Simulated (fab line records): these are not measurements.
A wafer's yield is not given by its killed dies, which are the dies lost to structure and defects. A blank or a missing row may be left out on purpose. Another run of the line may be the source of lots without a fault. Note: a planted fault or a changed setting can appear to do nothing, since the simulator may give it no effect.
Chamber matching    flow n5-finfet    4 sister chambers for N5_BEOL_M15_ETCH_61 on rie-diel-02
The step etches BARC in N2/H2, target depth 89 nm, overetch 26.7 nm, time 67.9 s. 4 wafers are shown with their chamber, then 7 later ones without.

== EACH WAFER AND ITS CHAMBER ==
wafer   chamber  showerhead-plenum-p-Torr (Torr)
L082.5  3        2.39
L085.4  0        2.46
L087.1  1        2.65
L087.2  2        2.49

== WAFERS WHOSE CHAMBER IS MISSING ==
wafer   showerhead-plenum-p-Torr (Torr)
L087.4  2.45
L089.1  2.48
L089.2  2.70
L089.6  2.70
L097.1  2.48
L097.4  2.44
L097.6  2.48

== WHICH CHAMBER EACH WENT THROUGH ==
wafer    from the rows above            in truth
L087.4   can't be placed: 0 or 2 or 3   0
L089.1   can't be placed: 2 or 0        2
L089.2   1                              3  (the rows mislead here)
L089.6   1                              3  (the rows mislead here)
L097.1   can't be placed: 2 or 0        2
L097.4   can't be placed: 0 or 3 or 2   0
L097.6   can't be placed: 2 or 0        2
0 of 7 placed correctly. Not placeable from these rows: 5 (in 5, the candidates include the true chamber). Wrongly placed: 2.
How it was worked out, from the rows above alone: a wafer's distance from a chamber is the root of the sum, over the readings, of the square of ((its reading less the chamber's mean) divided by the reading's scatter). The wafer belongs to the nearest chamber; if the next one is less than 2 further off, it can't be placed. A chamber's mean is the mean of its shown wafers. The scatter: with one shown wafer a chamber, the root of the mean of the squares of how far each hidden wafer lies from its nearest shown one.
